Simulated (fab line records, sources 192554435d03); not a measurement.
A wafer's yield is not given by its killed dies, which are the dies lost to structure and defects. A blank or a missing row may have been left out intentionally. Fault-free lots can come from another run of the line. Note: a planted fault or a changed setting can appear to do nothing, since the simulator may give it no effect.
A lot that was struck, set against a sound lot ; flow n5Finfet ; 37 steps out of a route of 1938
Sound: wafers L823.1, L823.3, L823.4. The struck wafers were L833.3, L833.4, L833.6. The cause comes at the end.
Order at every step that has rows: each side's tool, ch and its chambers, its first start. Under that, the readings that differ: sound wafers ; struck wafers ; difference of the means ; sigmas: that difference in standard deviations of wafers without a fault.
alike: a reading whose means differ by less than 2 such deviations, as well as words and numbers matching on both sides. not compared: withheld readings; readings where some wafer has no value; bounds like >300 that might hide an equal value; numbers whose values overlap and for which the record gives no deviation.
A row with sigmas, a row that says differs or no value, or rows on one side alone: a step with any of these is where the two part. When numbers do not overlap yet have no deviation, they are printed without sigmas and do not part them. A reading missing from all wafers of one side parts the sides only when that side holds two or more wafers.

first, 9 steps without rows for these wafers: N5_SDB_PRECLEAN_38 (cleans in dHF, time 10 s); N5_SDB_PRECLEAN_39 (cleans in O3/DIW, time 45 s); N5_SDB_SRD_28 (time 30 s); N5_SDB_ALD_29 (deposits SiNx, target thk 30 nm, pulse time 1 s, ald cycles 600); N5_SDB_CMP_30 (polishes, stops on poly-Si, t overpolish 1.54 s, target thk 30 nm); N5_DUMMY_REMOVAL_HM_STRIP_01 (strips SiNx in CH3F/O2, stops on poly-Si, target depth 4 nm, time 6.8 s); N5_DUMMY_REMOVAL_STRIP_10 (strips in N2/H2, time 40 s); N5_DUMMY_REMOVAL_PRECLEAN_07 (cleans in dHF, time 30 s); N5_DUMMY_REMOVAL_DUMMY_REMOVE_02 (chemistry TMAH, target poly-Si, stops on SiO2, target depth 142 nm, time 57 s, rinse time 30 s).
N5_DUMMY_REMOVAL_PRECLEAN_08: cleans in NF3:NH3, afs cycles 2, time 20 s, sublimation time 60 s.
  sound on remotePlasma-02 ch 1, day 4 13:13; struck on remotePlasma-02 ch 0, day 7 01:45
then, 26 steps without rows for these wafers: N5_DUMMY_REMOVAL_PRECLEAN_04 (cleans in DHF, time 37 s); N5_DUMMY_REMOVAL_SRD_05 (time 30 s); N5_HKMG_FIN_IL_REGROW_00 (material SiO2, chemistry O3, target thk 0.75 nm, time 30 s); N5_HKMG_FIN_HK_ALD_01 (deposits HfO2, target thk 1.6 nm, pulse time 3 s, purge time 3 s); N5_HKMG_FIN_HK_ANNEAL_02 (time 30 s); N5_HKMG_FIN_ALD_74 (deposits La2O3, target thk 0.5 nm, pulse time 6 s, co reactant pulse time 1 s); N5_HKMG_FIN_ALD_75 (deposits Al2O3, target thk 1 nm, co reactant pulse time 1 s); N5_HKMG_FIN_COAT_41 (time 60 s, resist thk 300 nm); N5_HKMG_FIN_COAT_42 (time 60 s, resist thk 35 nm); N5_HKMG_FIN_COAT_43 (resist thk 90 nm); N5_HKMG_FIN_EBR_45; N5_HKMG_FIN_SOFTBAKE_44 (time 60 s); N5_HKMG_FIN_EXPOSE_46 (exposes mask NDIPOLE); N5_HKMG_FIN_PEB_47 (peb time 60 s); N5_HKMG_FIN_DEVELOP_48 (develop time 30 s); N5_HKMG_FIN_DESCUM_53 (chemistry O2, time 7.9 s); N5_HKMG_FIN_ETCH_54 (etches SiARC in CF4, target depth 45.5 nm, time 75.8 s); N5_HKMG_FIN_ETCH_55 (etches SOC in N2/H2, target depth 240 nm, time 300 s); N5_HKMG_FIN_STRIP_56 (strips in N2/H2); N5_HKMG_FIN_STRIP_57 (strips in CF4); N5_HKMG_FIN_ETCH_58 (etches SOC in N2/H2, target depth 215.8 nm, time 741 s); N5_HKMG_FIN_STRIP_93 (strips SOC in N2/H2, time 20 s); N5_HKMG_FIN_WET_ETCH_76 (etches Al2O3 in dNH4OH, stops on La2O3, target depth 2.25 nm, rinse time 30 s); N5_HKMG_FIN_STRIP_60 (strips in N2/H2, time 360 s); N5_HKMG_FIN_WET_ETCH_77 (etches La2O3 in dHCl, stops on HfO2, target depth 2 nm); N5_HKMG_FIN_WET_ETCH_78 (etches Al2O3 in dNH4OH, stops on La2O3, target depth 4.5 nm, rinse time 30 s).
-- here the record skips 8 days between the struck wafers' starts before and after, leaving off in module HKMG_FIN and picking up in module PASSIVATION (first step shown: number 1936 of the route) --
N5_PASSIVATION_PROBE_49:
  sound: prober-01 at day 12 18:40; struck: prober-01 at day 14 15:35
reading;sound;struck;difference;sigmas
killedAtFrontEnd;28 46 30;161 163 155;+125;+11
killedDies;108 110 121;208 206 214;+96;+5
killedShort;30 39 46;21 30 18;-15;-2
  alike: killed_at_M0_to_M3, killed_at_M4_up, killedAtContacts, killedAtOther, killedOnRim, killedOpen

== WHERE THEY PART ==
N5_PASSIVATION_PROBE_49 only, going by this record.

WHY: whatever the simulator had introduced
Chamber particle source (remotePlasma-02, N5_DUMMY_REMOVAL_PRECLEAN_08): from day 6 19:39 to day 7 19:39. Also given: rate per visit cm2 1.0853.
